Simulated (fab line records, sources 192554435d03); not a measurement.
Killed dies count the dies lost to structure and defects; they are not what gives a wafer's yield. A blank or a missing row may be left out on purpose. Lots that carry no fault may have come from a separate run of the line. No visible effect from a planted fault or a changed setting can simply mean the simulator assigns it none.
Which tool was responsible? :: flow n5Finfet :: 24 lots, 72 wafers sampled, at 5 steps of a route of 1938

WHAT THE GAUGES SHOWED, per wafer
N5_BEOL_M6_THK_MEAS_01.
lot: L074
measured: day 8 14:55
on: filmMetro-01
M6_ILD_THK (nm): 156.7 156.0 159.1

lot: L075
measured: day 8 21:59
on: filmMetro-02
M6_ILD_THK (nm): 152.8 150.8 154.9

lot: L076
measured: day 9 06:29
on: filmMetro-02
M6_ILD_THK (nm): 152.5 156.1 156.4

lot: L077
measured: day 9 18:46
on: filmMetro-02
M6_ILD_THK (nm): 151.4 152.8 154.5

lot: L081
measured: day 9 22:08
on: filmMetro-02
M6_ILD_THK (nm): 155.0 159.9 155.2

lot: L079
measured: day 10 01:36
on: filmMetro-02
M6_ILD_THK (nm): 152.1 152.7 155.9

lot: L080
measured: day 10 01:48
on: filmMetro-01
M6_ILD_THK (nm): 155.4 155.5 155.4

lot: L078
measured: day 10 03:15
on: filmMetro-02
M6_ILD_THK (nm): 153.6 156.8 154.2

lot: L082
measured: day 10 07:11
on: filmMetro-01
M6_ILD_THK (nm): 153.0 154.6 158.3

lot: L083
measured: day 10 16:37
on: filmMetro-01
M6_ILD_THK (nm): 151.6 154.9 154.5

lot: L084
measured: day 10 23:06
on: filmMetro-02
M6_ILD_THK (nm): 152.5 159.1 154.7

lot: L085
measured: day 11 19:26
on: filmMetro-02
M6_ILD_THK (nm): 153.9 152.7 156.4

lot: L087
measured: day 11 19:26
on: filmMetro-02
M6_ILD_THK (nm): 157.7 156.5 156.7

lot: L086
measured: day 12 04:41
on: filmMetro-02
M6_ILD_THK (nm): 156.8 155.4 155.2

lot: L089
measured: day 12 07:53
on: filmMetro-01
M6_ILD_THK (nm): 154.8 155.5 157.2

lot: L091
measured: day 12 10:19
on: filmMetro-01
M6_ILD_THK (nm): 153.3 155.4 156.5

lot: L088
measured: day 12 15:54
on: filmMetro-02
M6_ILD_THK (nm): 153.5 157.4 155.4

lot: L090
measured: day 12 15:19
on: filmMetro-02
M6_ILD_THK (nm): 154.6 156.4 155.6

lot: L093
measured: day 13 01:07
on: filmMetro-01
M6_ILD_THK (nm): 152.6 156.2 155.6

lot: L092
measured: day 13 13:11
on: filmMetro-01
M6_ILD_THK (nm): 157.4 158.3 155.7

lot: L094
measured: day 13 19:55
on: filmMetro-01
M6_ILD_THK (nm): 149.8 153.2 153.5

lot: L096
measured: day 14 11:19
on: filmMetro-02
M6_ILD_THK (nm): 150.9 155.6 153.7

lot: L095
measured: day 14 11:30
on: filmMetro-01
M6_ILD_THK (nm): 155.5 154.5 155.2

lot: L097
measured: day 14 15:25
on: filmMetro-01
M6_ILD_THK (nm): 156.2 157.9 155.9

EACH LOT AND THE TOOL THAT RAN IT (in order: tool; ch and the chambers of the sampled wafers; start)
lot: L074
N5_BEOL_M5_STRIP_64: rieDiel-03 ch 0,2,3, day 8 05:29
N5_BEOL_M5_STRIP_36: rieDiel-03 ch 0,2,3, day 8 07:28
N5_BEOL_M5_ANNEAL_82: pvdSputter-03, day 8 10:03
N5_BEOL_M5_SPUTTER_88: pvdSputter-03, day 8 12:08

lot: L075
N5_BEOL_M5_STRIP_64: rieDiel-02 ch 0,1,2, day 8 12:47
N5_BEOL_M5_STRIP_36: rieDiel-02 ch 1,2,3, day 8 13:53
N5_BEOL_M5_ANNEAL_82: pvdSputter-01, day 8 17:01
N5_BEOL_M5_SPUTTER_88: pvdSputter-01, day 8 19:07

lot: L076
N5_BEOL_M5_STRIP_64: rieDiel-03 ch 0,1,2, day 8 20:11
N5_BEOL_M5_STRIP_36: rieDiel-03 ch 0,3, day 8 22:35
N5_BEOL_M5_ANNEAL_82: pvdSputter-01, day 9 01:19
N5_BEOL_M5_SPUTTER_88: pvdSputter-01, day 9 03:25

lot: L077
N5_BEOL_M5_STRIP_64: rieDiel-02 ch 0,1,3, day 9 08:03
N5_BEOL_M5_STRIP_36: rieDiel-02 ch 1,2,3, day 9 10:49
N5_BEOL_M5_ANNEAL_82: pvdSputter-02, day 9 13:49
N5_BEOL_M5_SPUTTER_88: pvdSputter-02, day 9 15:55

lot: L081
N5_BEOL_M5_STRIP_64: rieDiel-01 ch 0,2,3, day 9 13:29
N5_BEOL_M5_STRIP_36: rieDiel-03 ch 0,1, day 9 14:30
N5_BEOL_M5_ANNEAL_82: pvdSputter-03, day 9 17:14
N5_BEOL_M5_SPUTTER_88: pvdSputter-03, day 9 19:20

lot: L079
N5_BEOL_M5_STRIP_64: rieDiel-03 ch 0,1,2, day 9 15:01
N5_BEOL_M5_STRIP_36: rieDiel-03 ch 0,1,2, day 9 17:56
N5_BEOL_M5_ANNEAL_82: pvdSputter-01, day 9 20:40
N5_BEOL_M5_SPUTTER_88: pvdSputter-01, day 9 22:46

lot: L080
N5_BEOL_M5_STRIP_64: rieDiel-01 ch 0,1, day 9 15:12
N5_BEOL_M5_STRIP_36: rieDiel-01 ch 0,2, day 9 18:13
N5_BEOL_M5_ANNEAL_82: pvdSputter-02, day 9 20:50
N5_BEOL_M5_SPUTTER_88: pvdSputter-02, day 9 22:55

lot: L078
N5_BEOL_M5_STRIP_64: rieDiel-01 ch 0,3, day 9 15:52
N5_BEOL_M5_STRIP_36: rieDiel-03 ch 1,2, day 9 18:19
N5_BEOL_M5_ANNEAL_82: pvdSputter-03, day 9 22:09
N5_BEOL_M5_SPUTTER_88: pvdSputter-03, day 10 00:14

lot: L082
N5_BEOL_M5_STRIP_64: rieDiel-03 ch 1,2, day 9 16:31
N5_BEOL_M5_STRIP_36: rieDiel-02 ch 0,3, day 9 23:32
N5_BEOL_M5_ANNEAL_82: pvdSputter-02, day 10 02:19
N5_BEOL_M5_SPUTTER_88: pvdSputter-02, day 10 04:25

lot: L083
N5_BEOL_M5_STRIP_64: rieDiel-03 ch 0,3, day 10 07:08
N5_BEOL_M5_STRIP_36: rieDiel-02 ch 1,3, day 10 08:09
N5_BEOL_M5_ANNEAL_82: pvdSputter-01, day 10 11:12
N5_BEOL_M5_SPUTTER_88: pvdSputter-01, day 10 13:17

lot: L084
N5_BEOL_M5_STRIP_64: rieDiel-02 ch 0,2,3, day 10 13:16
N5_BEOL_M5_STRIP_36: rieDiel-02 ch 1,2, day 10 14:20
N5_BEOL_M5_ANNEAL_82: pvdSputter-02, day 10 18:13
N5_BEOL_M5_SPUTTER_88: pvdSputter-02, day 10 20:19

lot: L085
N5_BEOL_M5_STRIP_64: rieDiel-02 ch 1,2,3, day 11 08:13
N5_BEOL_M5_STRIP_36: rieDiel-03 ch 0,1,3, day 11 11:34
N5_BEOL_M5_ANNEAL_82: pvdSputter-01, day 11 14:04
N5_BEOL_M5_SPUTTER_88: pvdSputter-01, day 11 16:10

lot: L087
N5_BEOL_M5_STRIP_64: rieDiel-02 ch 0,1,3, day 11 08:29
N5_BEOL_M5_STRIP_36: rieDiel-02 ch 2,3, day 11 11:49
N5_BEOL_M5_ANNEAL_82: pvdSputter-02, day 11 14:34
N5_BEOL_M5_SPUTTER_88: pvdSputter-02, day 11 16:39

lot: L086
N5_BEOL_M5_STRIP_64: rieDiel-02 ch 1,2,3, day 11 17:40
N5_BEOL_M5_STRIP_36: rieDiel-02 ch 1,2,3, day 11 20:18
N5_BEOL_M5_ANNEAL_82: pvdSputter-03, day 11 23:15
N5_BEOL_M5_SPUTTER_88: pvdSputter-03, day 12 01:20

lot: L089
N5_BEOL_M5_STRIP_64: rieDiel-03 ch 0,1,2, day 11 21:28
N5_BEOL_M5_STRIP_36: rieDiel-02 ch 0,2,3, day 11 23:47
N5_BEOL_M5_ANNEAL_82: pvdSputter-02, day 12 03:01
N5_BEOL_M5_SPUTTER_88: pvdSputter-02, day 12 05:06

lot: L091
N5_BEOL_M5_STRIP_64: rieDiel-01 ch 0,3, day 12 00:35
N5_BEOL_M5_STRIP_36: rieDiel-02 ch 0,2, day 12 01:46
N5_BEOL_M5_ANNEAL_82: pvdSputter-03, day 12 04:57
N5_BEOL_M5_SPUTTER_88: pvdSputter-03, day 12 07:03

lot: L088
N5_BEOL_M5_STRIP_64: rieDiel-02 ch 0,1, day 12 01:09
N5_BEOL_M5_STRIP_36: rieDiel-03 ch 2,3, day 12 02:14
N5_BEOL_M5_ANNEAL_82: pvdSputter-01, day 12 07:01
N5_BEOL_M5_SPUTTER_88: pvdSputter-01, day 12 09:07

lot: L090
N5_BEOL_M5_STRIP_64: rieDiel-03 ch 0,3, day 12 03:29
N5_BEOL_M5_STRIP_36: rieDiel-01 ch 0,2,3, day 12 06:34
N5_BEOL_M5_ANNEAL_82: pvdSputter-02, day 12 09:37
N5_BEOL_M5_SPUTTER_88: pvdSputter-02, day 12 11:43

lot: L093
N5_BEOL_M5_STRIP_64: rieDiel-01 ch 0,1,2, day 12 14:54
N5_BEOL_M5_STRIP_36: rieDiel-01 ch 1,2, day 12 16:10
N5_BEOL_M5_ANNEAL_82: pvdSputter-01, day 12 20:14
N5_BEOL_M5_SPUTTER_88: pvdSputter-01, day 12 22:20

lot: L092
N5_BEOL_M5_STRIP_64: rieDiel-03 ch 1,2,3, day 13 02:50
N5_BEOL_M5_STRIP_36: rieDiel-02 ch 0,1,3, day 13 03:44
N5_BEOL_M5_ANNEAL_82: pvdSputter-03, day 13 07:58
N5_BEOL_M5_SPUTTER_88: pvdSputter-03, day 13 10:03

lot: L094
N5_BEOL_M5_STRIP_64: rieDiel-02 ch 1,2,3, day 13 10:49
N5_BEOL_M5_STRIP_36: rieDiel-01 ch 2,3, day 13 11:43
N5_BEOL_M5_ANNEAL_82: pvdSputter-03, day 13 14:48
N5_BEOL_M5_SPUTTER_88: pvdSputter-03, day 13 16:54

lot: L096
N5_BEOL_M5_STRIP_64: rieDiel-03 ch 0,1,3, day 14 01:08
N5_BEOL_M5_STRIP_36: rieDiel-02 ch 1,3, day 14 03:23
N5_BEOL_M5_ANNEAL_82: pvdSputter-01, day 14 05:56
N5_BEOL_M5_SPUTTER_88: pvdSputter-01, day 14 08:01

lot: L095
N5_BEOL_M5_STRIP_64: rieDiel-02 ch 1,2,3, day 14 01:28
N5_BEOL_M5_STRIP_36: rieDiel-03 ch 0,1,3, day 14 03:48
N5_BEOL_M5_ANNEAL_82: pvdSputter-03, day 14 06:37
N5_BEOL_M5_SPUTTER_88: pvdSputter-03, day 14 08:42

lot: L097
N5_BEOL_M5_STRIP_64: rieDiel-01 ch 0,2,3, day 14 05:11
N5_BEOL_M5_STRIP_36: rieDiel-02 ch 0,2, day 14 07:41
N5_BEOL_M5_ANNEAL_82: pvdSputter-01, day 14 10:32
N5_BEOL_M5_SPUTTER_88: pvdSputter-01, day 14 12:38
- N5_BEOL_M5_STRIP_64: strips in CF4.
- N5_BEOL_M5_STRIP_36: strips in N2/H2.
- N5_BEOL_M5_ANNEAL_82: time 1800 s.
- N5_BEOL_M5_SPUTTER_88: material Cu, target thk 15 nm, time 27.62 s.

AS READ BY THE TOOLS THEMSELVES (means over the sampled wafers that have a number; for cases with no such wafer, the mark the record gives instead)
N5_BEOL_M5_STRIP_64.
lot: L074
tool: rieDiel-03
cf4FlowSccm (sccm): 150.0
drypumpMotorCurrentA (A): 5.8
oesProductAu (a.u.): 0.74
rfVppV (V): 272.4
showerheadPlenumPTorr (Torr): 1.84
throttleValvePct (%): 13.67

lot: L075
tool: rieDiel-02
cf4FlowSccm (sccm): 149.8
drypumpMotorCurrentA (A): 5.4
oesProductAu (a.u.): 0.73
rfVppV (V): 269.4
showerheadPlenumPTorr (Torr): 1.72
throttleValvePct (%): 13.65

lot: L076
tool: rieDiel-03
cf4FlowSccm (sccm): 149.9
drypumpMotorCurrentA (A): 5.6
oesProductAu (a.u.): 0.73
rfVppV (V): 272.2
showerheadPlenumPTorr (Torr): 1.82
throttleValvePct (%): 13.74

lot: L077
tool: rieDiel-02
cf4FlowSccm (sccm): 149.8
drypumpMotorCurrentA (A): 5.3
oesProductAu (a.u.): 0.76
rfVppV (V): 273.0
showerheadPlenumPTorr (Torr): 1.78
throttleValvePct (%): 13.52

lot: L081
tool: rieDiel-01
cf4FlowSccm (sccm): 149.8
drypumpMotorCurrentA (A): 5.4
oesProductAu (a.u.): 0.78
rfVppV (V): 272.3
showerheadPlenumPTorr (Torr): 1.84
throttleValvePct (%): 13.64

lot: L079
tool: rieDiel-03
cf4FlowSccm (sccm): 150.3
drypumpMotorCurrentA (A): 5.6
oesProductAu (a.u.): 0.73
rfVppV (V): 270.9
showerheadPlenumPTorr (Torr): 1.82
throttleValvePct (%): 13.75

lot: L080
tool: rieDiel-01
cf4FlowSccm (sccm): 149.9
drypumpMotorCurrentA (A): 5.9
oesProductAu (a.u.): 0.79
rfVppV (V): 272.8
showerheadPlenumPTorr (Torr): 1.89
throttleValvePct (%): 13.73

lot: L078
tool: rieDiel-01
cf4FlowSccm (sccm): 150.2
drypumpMotorCurrentA (A): 5.9
oesProductAu (a.u.): 0.72
rfVppV (V): 272.0
showerheadPlenumPTorr (Torr): 1.83
throttleValvePct (%): 13.80

lot: L082
tool: rieDiel-03
cf4FlowSccm (sccm): 149.6
drypumpMotorCurrentA (A): 6.0
oesProductAu (a.u.): 0.73
rfVppV (V): 272.7
showerheadPlenumPTorr (Torr): 1.84
throttleValvePct (%): 13.58

lot: L083
tool: rieDiel-03
cf4FlowSccm (sccm): 150.6
drypumpMotorCurrentA (A): 5.5
oesProductAu (a.u.): 0.74
rfVppV (V): 271.6
showerheadPlenumPTorr (Torr): 1.82
throttleValvePct (%): 13.86

lot: L084
tool: rieDiel-02
cf4FlowSccm (sccm): 150.3
drypumpMotorCurrentA (A): 5.7
oesProductAu (a.u.): 0.77
rfVppV (V): 270.2
showerheadPlenumPTorr (Torr): 1.77
throttleValvePct (%): 13.70

lot: L085
tool: rieDiel-02
cf4FlowSccm (sccm): 149.9
drypumpMotorCurrentA (A): 5.5
oesProductAu (a.u.): 0.76
rfVppV (V): 270.3
showerheadPlenumPTorr (Torr): 1.75
throttleValvePct (%): 13.58

lot: L087
tool: rieDiel-02
cf4FlowSccm (sccm): 150.6
drypumpMotorCurrentA (A): 5.3
oesProductAu (a.u.): 0.75
rfVppV (V): 270.7
showerheadPlenumPTorr (Torr): 1.78
throttleValvePct (%): 13.56

lot: L086
tool: rieDiel-02
cf4FlowSccm (sccm): 150.0
drypumpMotorCurrentA (A): 5.5
oesProductAu (a.u.): 0.75
rfVppV (V): 271.0
showerheadPlenumPTorr (Torr): 1.75
throttleValvePct (%): 13.58

lot: L089
tool: rieDiel-03
cf4FlowSccm (sccm): 149.8
drypumpMotorCurrentA (A): 5.6
oesProductAu (a.u.): 0.71
rfVppV (V): 271.5
showerheadPlenumPTorr (Torr): 1.81
throttleValvePct (%): 13.78

lot: L091
tool: rieDiel-01
cf4FlowSccm (sccm): 150.0
drypumpMotorCurrentA (A): 5.5
oesProductAu (a.u.): 0.71
rfVppV (V): 271.9
showerheadPlenumPTorr (Torr): 1.80
throttleValvePct (%): 13.82

lot: L088
tool: rieDiel-02
cf4FlowSccm (sccm): 150.1
drypumpMotorCurrentA (A): 5.2
oesProductAu (a.u.): 0.71
rfVppV (V): 270.0
showerheadPlenumPTorr (Torr): 1.75
throttleValvePct (%): 13.67

lot: L090
tool: rieDiel-03
cf4FlowSccm (sccm): 149.7
drypumpMotorCurrentA (A): 5.6
oesProductAu (a.u.): 0.73
rfVppV (V): 272.1
showerheadPlenumPTorr (Torr): 1.84
throttleValvePct (%): 13.79

lot: L093
tool: rieDiel-01
cf4FlowSccm (sccm): 150.4
drypumpMotorCurrentA (A): 5.6
oesProductAu (a.u.): 0.79
rfVppV (V): 272.5
showerheadPlenumPTorr (Torr): 1.88
throttleValvePct (%): 13.66

lot: L092
tool: rieDiel-03
cf4FlowSccm (sccm): 149.6
drypumpMotorCurrentA (A): 5.8
oesProductAu (a.u.): 0.72
rfVppV (V): 271.6
showerheadPlenumPTorr (Torr): 1.83
throttleValvePct (%): 13.68

lot: L094
tool: rieDiel-02
cf4FlowSccm (sccm): 150.3
drypumpMotorCurrentA (A): 5.5
oesProductAu (a.u.): 0.75
rfVppV (V): 270.4
showerheadPlenumPTorr (Torr): 1.74
throttleValvePct (%): 13.62

lot: L096
tool: rieDiel-03
cf4FlowSccm (sccm): 150.3
drypumpMotorCurrentA (A): 5.4
oesProductAu (a.u.): 0.71
rfVppV (V): 270.8
showerheadPlenumPTorr (Torr): 1.81
throttleValvePct (%): 13.86

lot: L095
tool: rieDiel-02
cf4FlowSccm (sccm): 149.8
drypumpMotorCurrentA (A): 5.5
oesProductAu (a.u.): 0.74
rfVppV (V): 269.4
showerheadPlenumPTorr (Torr): 1.74
throttleValvePct (%): 13.63

lot: L097
tool: rieDiel-01
cf4FlowSccm (sccm): 150.1
drypumpMotorCurrentA (A): 5.4
oesProductAu (a.u.): 0.74
rfVppV (V): 272.0
showerheadPlenumPTorr (Torr): 1.83
throttleValvePct (%): 13.71

N5_BEOL_M5_STRIP_36.
lot: L074
tool: rieDiel-03
drypumpMotorCurrentA (A): 5.8
oesProductAu (a.u.): 0.75
rfVppV (V): 58.4
showerheadPlenumPTorr (Torr): 2.61
tempC (C): 39.94
throttleValvePct (%): 23.6

lot: L075
tool: rieDiel-02
drypumpMotorCurrentA (A): 5.5
oesProductAu (a.u.): 0.78
rfVppV (V): 58.8
showerheadPlenumPTorr (Torr): 2.47
tempC (C): 39.93
throttleValvePct (%): 23.5

lot: L076
tool: rieDiel-03
drypumpMotorCurrentA (A): 5.5
oesProductAu (a.u.): 0.76
rfVppV (V): 59.1
showerheadPlenumPTorr (Torr): 2.56
tempC (C): 39.96
throttleValvePct (%): 23.6

lot: L077
tool: rieDiel-02
drypumpMotorCurrentA (A): 5.5
oesProductAu (a.u.): 0.77
rfVppV (V): 58.8
showerheadPlenumPTorr (Torr): 2.47
tempC (C): 40.11
throttleValvePct (%): 23.5

lot: L081
tool: rieDiel-03
drypumpMotorCurrentA (A): 5.3
oesProductAu (a.u.): 0.73
rfVppV (V): 60.2
showerheadPlenumPTorr (Torr): 2.52
tempC (C): 40.02
throttleValvePct (%): 23.7

lot: L079
tool: rieDiel-03
drypumpMotorCurrentA (A): 5.7
oesProductAu (a.u.): 0.74
rfVppV (V): 59.1
showerheadPlenumPTorr (Torr): 2.56
tempC (C): 39.99
throttleValvePct (%): 23.8

lot: L080
tool: rieDiel-01
drypumpMotorCurrentA (A): 5.3
oesProductAu (a.u.): 0.84
rfVppV (V): 59.5
showerheadPlenumPTorr (Torr): 2.68
tempC (C): 40.11
throttleValvePct (%): 23.7

lot: L078
tool: rieDiel-03
drypumpMotorCurrentA (A): 5.6
oesProductAu (a.u.): 0.74
rfVppV (V): 58.7
showerheadPlenumPTorr (Torr): 2.57
tempC (C): 39.94
throttleValvePct (%): 23.9

lot: L082
tool: rieDiel-02
drypumpMotorCurrentA (A): 5.4
oesProductAu (a.u.): 0.76
rfVppV (V): 58.2
showerheadPlenumPTorr (Torr): 2.58
tempC (C): 39.92
throttleValvePct (%): 23.9

lot: L083
tool: rieDiel-02
drypumpMotorCurrentA (A): 5.4
oesProductAu (a.u.): 0.80
rfVppV (V): 60.4
showerheadPlenumPTorr (Torr): 2.58
tempC (C): 39.99
throttleValvePct (%): 23.3

lot: L084
tool: rieDiel-02
drypumpMotorCurrentA (A): 5.3
oesProductAu (a.u.): 0.72
rfVppV (V): 59.4
showerheadPlenumPTorr (Torr): 2.38
tempC (C): 39.98
throttleValvePct (%): 23.4

lot: L085
tool: rieDiel-03
drypumpMotorCurrentA (A): 5.4
oesProductAu (a.u.): 0.75
rfVppV (V): 59.8
showerheadPlenumPTorr (Torr): 2.56
tempC (C): 40.02
throttleValvePct (%): 23.8

lot: L087
tool: rieDiel-02
drypumpMotorCurrentA (A): 5.8
oesProductAu (a.u.): 0.80
rfVppV (V): 60.2
showerheadPlenumPTorr (Torr): 2.55
tempC (C): 40.00
throttleValvePct (%): 23.6

lot: L086
tool: rieDiel-02
drypumpMotorCurrentA (A): 5.5
oesProductAu (a.u.): 0.76
rfVppV (V): 59.5
showerheadPlenumPTorr (Torr): 2.46
tempC (C): 39.94
throttleValvePct (%): 23.5

lot: L089
tool: rieDiel-02
drypumpMotorCurrentA (A): 5.7
oesProductAu (a.u.): 0.77
rfVppV (V): 58.9
showerheadPlenumPTorr (Torr): 2.51
tempC (C): 39.92
throttleValvePct (%): 23.8

lot: L091
tool: rieDiel-02
drypumpMotorCurrentA (A): 5.6
oesProductAu (a.u.): 0.73
rfVppV (V): 58.3
showerheadPlenumPTorr (Torr): 2.47
tempC (C): 40.02
throttleValvePct (%): 24.1

lot: L088
tool: rieDiel-03
drypumpMotorCurrentA (A): 6.3
oesProductAu (a.u.): 0.73
rfVppV (V): 59.9
showerheadPlenumPTorr (Torr): 2.65
tempC (C): 40.01
throttleValvePct (%): 23.7

lot: L090
tool: rieDiel-01
drypumpMotorCurrentA (A): 5.4
oesProductAu (a.u.): 0.77
rfVppV (V): 60.0
showerheadPlenumPTorr (Torr): 2.61
tempC (C): 40.13
throttleValvePct (%): 23.8

lot: L093
tool: rieDiel-01
drypumpMotorCurrentA (A): 5.1
oesProductAu (a.u.): 0.86
rfVppV (V): 60.4
showerheadPlenumPTorr (Torr): 2.69
tempC (C): 40.10
throttleValvePct (%): 23.8

lot: L092
tool: rieDiel-02
drypumpMotorCurrentA (A): 5.3
oesProductAu (a.u.): 0.73
rfVppV (V): 59.1
showerheadPlenumPTorr (Torr): 2.53
tempC (C): 39.98
throttleValvePct (%): 23.6

lot: L094
tool: rieDiel-01
drypumpMotorCurrentA (A): 5.1
oesProductAu (a.u.): 0.77
rfVppV (V): 60.4
showerheadPlenumPTorr (Torr): 2.58
tempC (C): 40.01
throttleValvePct (%): 23.8

lot: L096
tool: rieDiel-02
drypumpMotorCurrentA (A): 5.1
oesProductAu (a.u.): 0.72
rfVppV (V): 57.8
showerheadPlenumPTorr (Torr): 2.48
tempC (C): 40.14
throttleValvePct (%): 23.3

lot: L095
tool: rieDiel-03
drypumpMotorCurrentA (A): 5.4
oesProductAu (a.u.): 0.72
rfVppV (V): 59.5
showerheadPlenumPTorr (Torr): 2.55
tempC (C): 39.86
throttleValvePct (%): 23.9

lot: L097
tool: rieDiel-02
drypumpMotorCurrentA (A): 5.6
oesProductAu (a.u.): 0.72
rfVppV (V): 59.3
showerheadPlenumPTorr (Torr): 2.46
tempC (C): 40.00
throttleValvePct (%): 24.1

N5_BEOL_M5_ANNEAL_82.
lot: L074
tool: pvdSputter-03
heaterPowerW (W): 906

lot: L075
tool: pvdSputter-01
heaterPowerW (W): 851

lot: L076
tool: pvdSputter-01
heaterPowerW (W): 838

lot: L077
tool: pvdSputter-02
heaterPowerW (W): 914

lot: L081
tool: pvdSputter-03
heaterPowerW (W): 880

lot: L079
tool: pvdSputter-01
heaterPowerW (W): 825

lot: L080
tool: pvdSputter-02
heaterPowerW (W): 875

lot: L078
tool: pvdSputter-03
heaterPowerW (W): 832

lot: L082
tool: pvdSputter-02
heaterPowerW (W): 895

lot: L083
tool: pvdSputter-01
heaterPowerW (W): 876

lot: L084
tool: pvdSputter-02
heaterPowerW (W): 904

lot: L085
tool: pvdSputter-01
heaterPowerW (W): 818

lot: L087
tool: pvdSputter-02
heaterPowerW (W): 885

lot: L086
tool: pvdSputter-03
heaterPowerW (W): 841

lot: L089
tool: pvdSputter-02
heaterPowerW (W): 877

lot: L091
tool: pvdSputter-03
heaterPowerW (W): 937

lot: L088
tool: pvdSputter-01
heaterPowerW (W): 855

lot: L090
tool: pvdSputter-02
heaterPowerW (W): 853

lot: L093
tool: pvdSputter-01
heaterPowerW (W): 850

lot: L092
tool: pvdSputter-03
heaterPowerW (W): 851

lot: L094
tool: pvdSputter-03
heaterPowerW (W): 882

lot: L096
tool: pvdSputter-01
heaterPowerW (W): 824

lot: L095
tool: pvdSputter-03
heaterPowerW (W): 891

lot: L097
tool: pvdSputter-01
heaterPowerW (W): 836

N5_BEOL_M5_SPUTTER_88.
lot: L074
tool: pvdSputter-03
throttleValvePct (%): 29.5

lot: L075
tool: pvdSputter-01
throttleValvePct (%): 31.1

lot: L076
tool: pvdSputter-01
throttleValvePct (%): 31.0

lot: L077
tool: pvdSputter-02
throttleValvePct (%): 30.0

lot: L081
tool: pvdSputter-03
throttleValvePct (%): 30.2

lot: L079
tool: pvdSputter-01
throttleValvePct (%): 31.6

lot: L080
tool: pvdSputter-02
throttleValvePct (%): 30.5

lot: L078
tool: pvdSputter-03
throttleValvePct (%): 30.1

lot: L082
tool: pvdSputter-02
throttleValvePct (%): 30.6

lot: L083
tool: pvdSputter-01
throttleValvePct (%): 32.0

lot: L084
tool: pvdSputter-02
throttleValvePct (%): 30.3

lot: L085
tool: pvdSputter-01
throttleValvePct (%): 31.4

lot: L087
tool: pvdSputter-02
throttleValvePct (%): 30.6

lot: L086
tool: pvdSputter-03
throttleValvePct (%): 30.1

lot: L089
tool: pvdSputter-02
throttleValvePct (%): 30.5

lot: L091
tool: pvdSputter-03
throttleValvePct (%): 29.6

lot: L088
tool: pvdSputter-01
throttleValvePct (%): 31.1

lot: L090
tool: pvdSputter-02
throttleValvePct (%): 30.7

lot: L093
tool: pvdSputter-01
throttleValvePct (%): 31.5

lot: L092
tool: pvdSputter-03
throttleValvePct (%): 30.7

lot: L094
tool: pvdSputter-03
throttleValvePct (%): 29.5

lot: L096
tool: pvdSputter-01
throttleValvePct (%): 31.4

lot: L095
tool: pvdSputter-03
throttleValvePct (%): 30.2

lot: L097
tool: pvdSputter-01
throttleValvePct (%): 31.8

THE ANSWER, worked out from the rows above alone
Rule: the lots themselves supply what counts as usual. Put in order of their means at a reading, lots are off if they are a third of the lots or fewer, leave a main group of 4 or more, and stand apart from it by a gap of 3 or more times the standard deviation of the main group's means; of several such gaps the widest counts. The tables above print the reading to a certain number of digits; a main group whose means all agree to those digits is not used. Also off: a lot with no number at a reading for which 4 or more lots have one. All remaining lots with rows at the step are treated as sound. The gauges are gone through in route order, then the tools' own readings, and for those a lot's mean is taken as printed above. The first step at which some lot is off is used, and at that step the reading that is off furthest; a lot without a number counts as furthest.
No lot is off at any reading shown: from this, nothing can be told.

WHAT WAS PUT IN BY THE SIMULATOR
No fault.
